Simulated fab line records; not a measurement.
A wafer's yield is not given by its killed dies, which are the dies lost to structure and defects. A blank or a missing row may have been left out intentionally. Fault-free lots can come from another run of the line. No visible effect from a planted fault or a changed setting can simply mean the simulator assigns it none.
Chamber matching / flow nand_harc / 4 sister chambers for NHARC_A_STAIRCASE_DESCUM_443 on rie_diel-08
The step chemistry O2, time 3 s. 4 wafers are shown with their chamber, then 9 later ones without.

## EACH WAFER AND ITS CHAMBER
wafer=L082.2; chamber=1; showerhead_plenum_p_Torr (Torr)=1.85
wafer=L084.6; chamber=3; showerhead_plenum_p_Torr (Torr)=1.77
wafer=L083.4; chamber=0; showerhead_plenum_p_Torr (Torr)=1.78
wafer=L083.5; chamber=2; showerhead_plenum_p_Torr (Torr)=2.05

## WAFERS WITHOUT THEIR CHAMBER
wafer=L088.3; showerhead_plenum_p_Torr (Torr)=1.84
wafer=L088.4; showerhead_plenum_p_Torr (Torr)=1.77
wafer=L088.5; showerhead_plenum_p_Torr (Torr)=1.84
wafer=L092.2; showerhead_plenum_p_Torr (Torr)=1.84
wafer=L092.3; showerhead_plenum_p_Torr (Torr)=1.77
wafer=L092.6; showerhead_plenum_p_Torr (Torr)=1.77
wafer=L095.2; showerhead_plenum_p_Torr (Torr)=1.77
wafer=L095.5; showerhead_plenum_p_Torr (Torr)=1.77
wafer=L095.6; showerhead_plenum_p_Torr (Torr)=1.84

## WHICH CHAMBER EACH ONE RAN IN
wafer=L088.3; from the rows above=1; in truth=1
wafer=L088.4; from the rows above=can't be placed: 3 or 0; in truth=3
wafer=L088.5; from the rows above=1; in truth=1
wafer=L092.2; from the rows above=1; in truth=1
wafer=L092.3; from the rows above=can't be placed: 3 or 0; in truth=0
wafer=L092.6; from the rows above=can't be placed: 3 or 0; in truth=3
wafer=L095.2; from the rows above=can't be placed: 3 or 0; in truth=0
wafer=L095.5; from the rows above=can't be placed: 3 or 0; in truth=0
wafer=L095.6; from the rows above=1; in truth=1
Placed correctly: 4 of 9. Unplaceable from these rows: 5, with the true chamber sitting among the candidates in 5. Placed wrongly: 0.
How it was worked out, from the rows above alone: a wafer's distance from a chamber is the root of the sum, over the readings, of the square of ((its reading less the chamber's mean) divided by the reading's scatter). The wafer belongs to the nearest chamber; if the next one is less than 2 further off, it can't be placed. A chamber's mean is the mean of its shown wafers. The scatter: with one shown wafer a chamber, the root of the mean of the squares of how far each hidden wafer lies from its nearest shown one.
